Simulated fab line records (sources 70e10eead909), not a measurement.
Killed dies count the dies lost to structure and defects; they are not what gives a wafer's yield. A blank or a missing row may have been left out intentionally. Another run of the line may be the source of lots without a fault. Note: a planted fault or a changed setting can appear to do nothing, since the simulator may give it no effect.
fab line records	flow nand-harc
record: lots: 5	wafers: 15	last-day: 34
route steps=1302 shown A_CONTACT@1089
lots with no fault: from the same line, run without faults
start-h: hours from the record's opening day to when the first of the lot's shown wafers began	wait-h: time in hours since the lot's previous step	" same as the row above	L1.1+2: one row covering several wafers at once	- no value, or no start given	* or withheld: withheld	< > ~ a bound
route shown NAME@n: a module of which the file shows steps, and the number in the route of the first	usual: mean/standard deviation taken from wafers without a fault	same: alike in all rows	chamber/n: place in a boat	sites: readings site by site	_std_site: standard deviation of those values	_edge_site: outer sites' mean less inner sites'	radius-mm: how far each site lies from the wafer's centre	mask NAME#n: copy n	behind: tool/chamber where the wafer was last shaped	hold: what put the lot on hold/how long, in hours/how the hold closed	device: names the non-switching transistor (n, p or np)	end of line: at the end of the route, the tests of the same wafers	a step without rows: its recipe alone	killed: at the first sort, the dies lost to defects and structure; wafer yield is something else	map: a wafer's dies, x killed, . not, _ none there
set.NAME: the setting the step ran with; set.NAME@STEP: the setting that earlier step ran with	model.NAME: the simulator's own value behind a step, which no gauge read
lots at selected steps of the route; one table per step, one row per wafer
services: a tool's chamber out of use, with start hour (start-h, from the record's first day; less than 0 if before it), hours out, and reason
== steps ==
step: NHARC_A_CONTACT_ETCH_137
recipe: source-w: withheld	pressure-mtorr: 20	bias-v: 1200	time-s: 311	target-depth-a: 19120	ar-flow-sccm: withheld	c4f8-flow-sccm: withheld	o2-flow-sccm: withheld	chemistry: C4F8/O2/Ar
lot.wafer	tool	chamber	start-h	wait-h	rf-hours-counter-h
L111.4	har-cap-etch-02	0	527.36	0.2	-
L111.6	"	1	"	"	-
L111.5	"	0	"	"	-
L113.1	har-cap-etch-03	0	560.89	0.2	56
L113.4	"	0	"	"	-
L113.6	"	1	"	"	-
L121.1	har-cap-etch-01	0	658.16	0.2	28
L121.3	"	1	"	"	-
L121.4	"	0	"	"	-
L129.2	har-cap-etch-01	1	732.08	0.2	39
L129.4	"	1	"	"	-
L129.6	"	0	"	"	-
L131.1	har-cap-etch-03	1	752.26	0.3	87
L131.2	"	0	"	"	87
L131.5	"	0	"	"	-
step: NHARC_A_CONTACT_ETCH_138
recipe: source-w: withheld	pressure-mtorr: 20	bias-v: 1200	time-s: 311	target-depth-a: 19140	ar-flow-sccm: withheld	c4f8-flow-sccm: withheld	o2-flow-sccm: withheld	chemistry: C4F8/O2/Ar
step: NHARC_A_CONTACT_ETCH_139
recipe: source-w: withheld	pressure-mtorr: 20	bias-v: 400	time-s: 195	target-depth-a: 8400	ar-flow-sccm: withheld	c4f8-flow-sccm: 11.5	o2-flow-sccm: 7.2	chemistry: C4F8/O2/Ar
step: NHARC_A_CONTACT_ETCH_92
recipe: target-depth-a: 400	over-etch-frac: 0.5	time-s: 85.7	ion-energy-ev: 120	ch3f-flow-sccm: 50	o2-flow-sccm: 30	ar-flow-sccm: 200	rf-w: 500	bias-w: 100	chemistry: CH3F/O2
usual: drypump-motor-current-A: 5.82/0.27	oes-product-au: 0.932/0.019	rf-vpp-V: 244.7/1.9	showerhead-plenum-p-Torr: 2.48/0.13	throttle-valve-pct: 20.663/0.0094
lot.wafer	tool	chamber	start-h	wait-h	drypump-motor-current-A	oes-product-au	rf-hours-counter-h	rf-vpp-V	showerhead-plenum-p-Torr	throttle-valve-pct
L111.4	rie-diel-04	3	528.46	0.5	5.70	0.916	29	245.8	2.60	20.668
L111.6	"	2	"	"	5.99	0.910	-	246.5	2.54	20.659
L111.5	"	3	"	"	5.71	0.929	-	246.5	2.60	20.648
L113.4	rie-diel-05	2	561.95	0.4	5.78	0.921	52	241.5	2.38	20.671
L113.1	"	3	"	"	5.99	0.916	52	244.2	2.41	20.663
L113.6	"	2	"	"	5.78	0.930	-	243.6	2.38	20.671
L121.4	rie-diel-08	1	659.40	0.4	6.30	0.924	43	244.5	2.60	20.649
L121.1	"	3	"	"	5.18	0.925	43	245.5	2.43	20.660
L121.3	"	0	"	"	5.90	0.918	42	244.0	2.38	20.668
L129.4	rie-diel-05	2	733.15	0.4	5.77	0.915	32	240.9	2.36	20.651
L129.2	"	0	"	"	5.64	0.929	32	246.7	2.62	20.682
L129.6	"	2	"	"	5.78	0.932	-	243.1	2.36	20.654
L131.2	rie-diel-08	1	753.65	0.5	6.33	0.925	7	246.4	2.59	20.670
L131.1	"	3	"	"	5.21	0.935	9	243.3	2.42	20.659
L131.5	"	0	"	"	5.89	0.914	-	240.9	2.37	20.657
step: NHARC_A_CONTACT_ETCH_98
recipe: target-depth-a: 200	over-etch-frac: 0.5	time-s: 10	ion-energy-ev: 250	c4f6-flow-sccm: 25	o2-flow-sccm: 20	ar-flow-sccm: 500	rf-w: 600	bias-w: 500	chemistry: C4F6/O2
usual: c4f6-flow-sccm: 25.00/0.072	drypump-motor-current-A: 5.82/0.29	oes-product-au: 0.956/0.015	rf-vpp-V: 548/3.9	showerhead-plenum-p-Torr: 3.96/0.18	throttle-valve-pct: 26.903/0.0088
lot.wafer	tool	chamber	start-h	wait-h	c4f6-flow-sccm	drypump-motor-current-A	oes-product-au	rf-hours-counter-h	rf-vpp-V	showerhead-plenum-p-Torr	throttle-valve-pct
L111.4	rie-diel-04	3	-	-	25.07	5.74	0.941	29	551	4.14	26.899
L111.6	"	2	"	"	25.09	6.03	0.940	-	550	4.05	26.897
L111.5	"	3	"	"	25.05	5.71	0.949	-	551	4.14	26.897
L113.1	rie-diel-05	3	-	-	25.05	5.98	0.942	52	547	3.86	26.900
L113.4	"	0	"	"	25.03	5.60	0.953	50	553	4.20	26.903
L113.6	"	1	"	"	25.00	6.18	0.939	-	552	4.16	26.900
L121.4	rie-diel-08	1	-	-	24.99	6.31	0.965	43	551	4.13	26.899
L121.1	"	2	"	"	25.03	5.97	0.954	40	552	4.17	26.901
L121.3	"	3	"	"	24.98	5.21	0.960	43	545	3.88	26.908
L129.4	rie-diel-05	1	-	-	25.05	6.16	0.951	26	550	4.14	26.914
L129.2	"	2	"	"	25.01	5.79	0.949	32	544	3.78	26.910
L129.6	"	1	"	"	24.95	6.19	0.957	-	551	4.14	26.922
L131.1	rie-diel-08	2	-	-	25.14	5.95	0.978	7	551	4.15	26.900
L131.2	"	3	"	"	24.94	5.16	0.970	9	546	3.86	26.908
L131.5	"	2	"	"	25.09	5.97	0.971	-	554	4.15	26.888
step: NHARC_A_CONTACT_CD_MEAS_15
usual: cd-nm: 190.2/0.6
lot.wafer	tool	chamber	start-h	wait-h	cd-nm
L111.4	cd-sem-03	-	528.68	-	189.5
L111.5	"	-	"	"	190.2
L111.6	"	-	"	"	190.3
L113.1	cd-sem-02	-	562.16	-	188.6
L113.4	"	-	"	"	189.8
L113.6	"	-	"	"	189.4
L121.1	cd-sem-03	-	659.65	-	190.7
L121.3	"	-	"	"	190.0
L121.4	"	-	"	"	190.8
L129.2	cd-sem-03	-	733.36	-	190.2
L129.4	"	-	"	"	189.7
L129.6	"	-	"	"	189.6
L131.1	cd-sem-01	-	753.88	-	190.1
L131.2	"	-	"	"	189.2
L131.5	"	-	"	"	190.3
step: NHARC_A_CONTACT_STRIP_107
recipe: n2-flow-sccm: 150	h2-flow-sccm: 150	ar-flow-sccm: 0	bias-w: 0	chemistry: N2/H2
step: NHARC_A_CONTACT_STRIP_108
recipe: cf4-flow-sccm: 100	chf3-flow-sccm: 30	ar-flow-sccm: 0	bias-w: 0	chemistry: CF4/CHF3
step: NHARC_A_CONTACT_STRIP_109
recipe: o2-flow-sccm: 400	cos-flow-sccm: 20	ar-flow-sccm: 0	bias-w: 0	chemistry: O2/COS
step: NHARC_A_CONTACT_ETCH_110
recipe: target-depth-a: 600	overetch-a: 60	time-s: 33	ion-energy-ev: 100	cf4-flow-sccm: 80	o2-flow-sccm: 20	ar-flow-sccm: 0	rf-w: 300	bias-w: 100	chemistry: CF4/O2
usual: drypump-motor-current-A: 5.80/0.3	oes-product-au: 1.002/0.0095	rf-vpp-V: 198.0/1.5	showerhead-plenum-p-Torr: 1.35/0.067	throttle-valve-pct: 13.397/0.0089
lot.wafer	tool	chamber	start-h	wait-h	drypump-motor-current-A	oes-product-au	rf-hours-counter-h	rf-vpp-V	showerhead-plenum-p-Torr	throttle-valve-pct
L111.4	rie-diel-04	2	528.97	0.1	6.01	0.983	27	199.3	1.38	13.391
L111.6	"	0	"	"	5.79	0.989	-	196.8	1.24	13.391
L111.5	"	1	"	"	5.46	0.997	-	195.8	1.29	13.398
L113.4	rie-diel-04	1	562.46	0.1	5.46	1.020	4	197.8	1.29	13.393
L113.1	"	2	"	"	5.99	1.010	4	199.5	1.38	13.393
L113.6	"	3	"	"	5.69	1.001	-	200.0	1.41	13.384
L121.4	rie-diel-08	2	659.97	0.1	5.96	0.994	40	199.4	1.43	13.406
L121.1	"	3	"	"	5.18	1.005	43	197.8	1.32	13.407
L121.3	"	0	"	"	5.89	0.999	42	198.5	1.29	13.389
L129.4	rie-diel-05	1	733.65	0.0	6.15	0.992	26	198.8	1.41	13.400
L129.2	"	2	"	"	5.77	0.991	32	196.6	1.28	13.388
L129.6	"	1	"	"	6.14	0.996	-	200.0	1.41	13.403
L131.2	rie-diel-05	0	754.24	0.1	5.59	1.012	39	199.6	1.42	13.407
L131.1	"	1	"	"	6.13	0.985	34	197.5	1.41	13.414
L131.5	"	2	"	"	5.76	0.978	-	196.0	1.28	13.406
step: NHARC_A_CONTACT_STRIP_26
recipe: o2-flow-sccm: 500	ar-flow-sccm: 0	bias-w: 0	chemistry: O2
step: NHARC_A_CONTACT_STRIP_27
recipe: time-s: 600	temp-c: 30	chemistry: post-etch-residue-remover
step: NHARC_A_CONTACT_ALD_18
recipe: target-thk-a: 30	pulse-time-s: 1	ald-cycles: 150	temp-c: 450	material: TiN
usual: ald-cycles: 150/0	heater-power-w: 1061/91	precursor-pulse-height-rel: 0.997/0.02
lot.wafer	tool	chamber	start-h	wait-h	ald-cycles	heater-power-w	precursor-pulse-height-rel
L111.4	ald-metal-03	2	529.66	-	150	1052	0.987
L111.6	"	0	"	"	150	1065	1.007
L111.5	"	1	"	"	150	915	0.977
L113.1	ald-metal-01	0	563.12	-	150	1161	1.018
L113.4	"	1	"	"	150	1191	0.985
L113.6	"	3	"	"	150	1110	1.037
L121.3	ald-metal-01	1	660.64	-	150	1216	1.006
L121.1	"	2	"	"	158	958	0.992
L121.4	"	3	"	"	150	1133	0.995
L129.2	ald-metal-01	2	734.32	-	150	1003	0.978
L129.4	"	0	"	"	150	1098	1.026
L129.6	"	2	"	"	150	1033	0.982
L131.1	ald-metal-04	0	754.91	-	150	1021	0.986
L131.2	"	1	"	"	150	1190	1.020
L131.5	"	2	"	"	150	1146	0.998
step: NHARC_A_CONTACT_CVD_19
recipe: target-thk-a: 3000	temp-c: 300	pressure-torr: 40	wf6-flow-sccm: 40	h2-flow-sccm: 1600	ar-flow-sccm: 1560	time-s: 802	material: W
usual: heater-power-w: 487/18	mfc-wf6-sccm: 40.01/0.13	throttle-valve-pct: 7.94/0.23
lot.wafer	tool	chamber	start-h	wait-h	heater-power-w	mfc-wf6-sccm	throttle-valve-pct
L111.4	cvd-w-01	1	-	-	502	40.15	7.63
L111.5	"	0	"	"	509	39.99	8.18
L111.6	"	1	"	"	480	40.28	7.73
L113.1	cvd-w-02	1	-	-	463	40.10	7.97
L113.4	"	0	"	"	536	40.04	8.13
L113.6	"	0	"	"	526	39.91	7.88
L121.1	cvd-w-01	1	-	-	475	39.88	7.96
L121.4	"	0	"	"	492	40.14	7.97
L121.3	"	1	"	"	477	39.93	7.79
L129.2	cvd-w-02	1	-	-	471	39.90	8.10
L129.4	"	0	"	"	498	39.99	7.84
L129.6	"	1	"	"	471	40.03	8.10
L131.2	cvd-w-01	0	-	-	481	40.02	8.26
L131.1	"	1	"	"	496	39.90	7.64
L131.5	"	0	"	"	483	39.93	8.00
== services ==
tool	chamber	start-h	hours	kind
ald-metal-01	1	507.07	9.6	repair
ald-metal-01	-	526.00	10.0	pm
rie-diel-04	-	531.91	9.0	pm
rie-diel-08	-	544.85	9.0	pm
cvd-w-01	-	547.00	13.0	pm
cvd-w-02	-	547.04	0.5	repair
rie-diel-05	-	583.25	28.3	repair
rie-diel-04	-	616.43	2.0	repair
rie-diel-05	0	628.17	1.2	repair
cvd-w-02	-	631.48	13.0	pm
rie-diel-08	0	636.49	8.3	repair
rie-diel-04	2	639.55	1.3	repair
cvd-w-02	1	678.32	3.6	repair
rie-diel-04	2	682.78	1.9	repair
rie-diel-05	1	683.33	7.7	repair
cvd-w-01	-	683.56	1.5	repair
ald-metal-01	3	686.27	2.0	repair
ald-metal-01	-	704.00	10.0	pm
rie-diel-04	-	708.91	9.0	pm
rie-diel-08	-	722.06	9.0	pm
cvd-w-01	1	725.78	14.0	repair
cvd-w-01	-	728.07	13.0	pm
rie-diel-04	1	734.00	10.8	repair
rie-diel-04	2	752.21	30.4	repair
== key ==
first-sign: step: NHARC_A_CONTACT_ALD_18	reading: ald-cycles	direction: up	sigmas: 99+	usual: 150	struck: 158
effect none on later readings
met-at NHARC_A_CONTACT_ALD_18
struck-wafers L121.1
tester-left-out L121
fault: kind: process-parameter-drift	tool: ald-metal-01	chamber: 2	onset-h: 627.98	steps: NHARC_A_CONTACT_ALD_18	channel: ald-cycles	offset: 8	shape: step	end-h: 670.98	acts-in: these-recipes-only	stated: 150
tester-left-out: of these lots the tester's yield and bins aren't shown, on N5 and GAA mostly nor the transistor test; their killed dies are dies lost to structure and defects alone, not to doping, threshold or leakage, so they don't give the yield
